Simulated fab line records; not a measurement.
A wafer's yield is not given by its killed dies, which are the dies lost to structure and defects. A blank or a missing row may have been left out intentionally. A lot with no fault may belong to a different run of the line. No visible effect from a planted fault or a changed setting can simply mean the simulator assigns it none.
Matching of chambers -- flow n5_finfet -- 4 sister chambers for N5_BEOL_M0_SAQP_ETCH_83 on rie_diel-05
The step etches SiARC in CF4, target depth 39 nm, time 65 s. 8 wafers are shown with their chamber, then 8 later ones without.

## WAFERS, EACH WITH ITS CHAMBER
wafer,chamber,drypump_motor_current_A (A),oes_product_au (a.u.)
L079.1,2,5.33,0.60
L079.6,0,5.51,0.87
L080.1,2,5.32,0.60
L080.2,3,5.99,0.70
L080.6,3,5.98,0.71
L082.2,0,5.51,0.85
L082.5,1,5.77,0.65
L088.1,1,5.78,0.65

## WAFERS WITHOUT THEIR CHAMBER
wafer,drypump_motor_current_A (A),oes_product_au (a.u.)
L088.2,5.94,0.69
L088.3,5.31,0.59
L088.4,5.54,0.81
L088.5,5.76,0.65
L088.6,5.34,0.59
L092.1,5.78,0.65
L092.3,5.34,0.59
L092.4,5.46,0.80

## THE CHAMBER EACH PASSED THROUGH
wafer,from the rows above,in truth
L088.2,3,3
L088.3,2,2
L088.4,0,0
L088.5,1,1
L088.6,2,2
L092.1,1,1
L092.3,2,2
L092.4,0,0
Correct placement for 8 of the 8. Number that these rows cannot place: 0. Wrongly placed: 0.
How it was worked out, from the rows above alone: a wafer's distance from a chamber is the root of the sum, over the readings, of the square of ((its reading less the chamber's mean) divided by the reading's scatter). The wafer belongs to the nearest chamber; if the next one is less than 2 further off, it can't be placed. The mean given for a chamber averages the wafers shown for that chamber. The scatter: the root of (the sum of the squares of (reading less its chamber's mean) over the shown wafers, divided by (wafers less chambers)).
